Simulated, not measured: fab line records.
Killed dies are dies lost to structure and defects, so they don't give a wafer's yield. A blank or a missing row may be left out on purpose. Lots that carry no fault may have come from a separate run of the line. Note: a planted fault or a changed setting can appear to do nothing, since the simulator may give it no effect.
Chamber matching | flow nand harc | NHARC_P_CONTACT_DESCUM_17 on rie diel-02 has 4 sister chambers
The step chemistry O2, time 3 s. 8 wafers are shown with their chamber, then 7 later ones without.

== WAFERS, EACH WITH ITS CHAMBER ==
wafer  | chamber | drypump motor current A (A) | rf vpp V (V)
L079.2 | 0       | 6.0                         | 58.7
L086.1 | 3       | 6.1                         | 56.9
L086.3 | 1       | 5.8                         | 56.9
L091.2 | 3       | 6.1                         | 59.4
L091.3 | 2       | 6.0                         | 56.9
L091.4 | 1       | 5.8                         | 57.7
L092.2 | 0       | 6.0                         | 58.7
L092.4 | 2       | 5.9                         | 56.8

== WAFERS WITH NO CHAMBER GIVEN ==
wafer  | drypump motor current A (A) | rf vpp V (V)
L092.6 | 6.1                         | 58.5
L095.1 | 6.1                         | 59.1
L095.2 | 5.9                         | 56.6
L095.6 | 6.1                         | 57.5
L096.1 | 5.8                         | 58.6
L096.4 | 6.1                         | 58.8
L096.6 | 6.0                         | 57.6

== THE CHAMBER EACH PASSED THROUGH ==
wafer  | from the rows above          | in truth
L092.6 | 3                            | 3
L095.1 | can't be placed: 3 or 0      | 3
L095.2 | can't be placed: 2 or 1      | 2
L095.6 | 3                            | 3
L096.1 | 1                            | 1
L096.4 | 3                            | 3
L096.6 | can't be placed: 0 or 2 or 3 | 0
Correctly placed: 4 of 7. Cannot be placed on the basis of these rows: 3; the candidates contain the true chamber in 3. 0 placed wrongly.
How it was worked out, from the rows above alone: a wafer's distance from a chamber is the root of the sum, over the readings, of the square of ((its reading less the chamber's mean) divided by the reading's scatter). The wafer belongs to the nearest chamber; if the next one is less than 2 further off, it can't be placed. For every chamber, the mean is computed from those of its wafers that are shown. How the scatter is found: for the shown wafers, subtract from each reading the mean of its chamber, square and add these, divide the total by (wafers less chambers), then take the root.
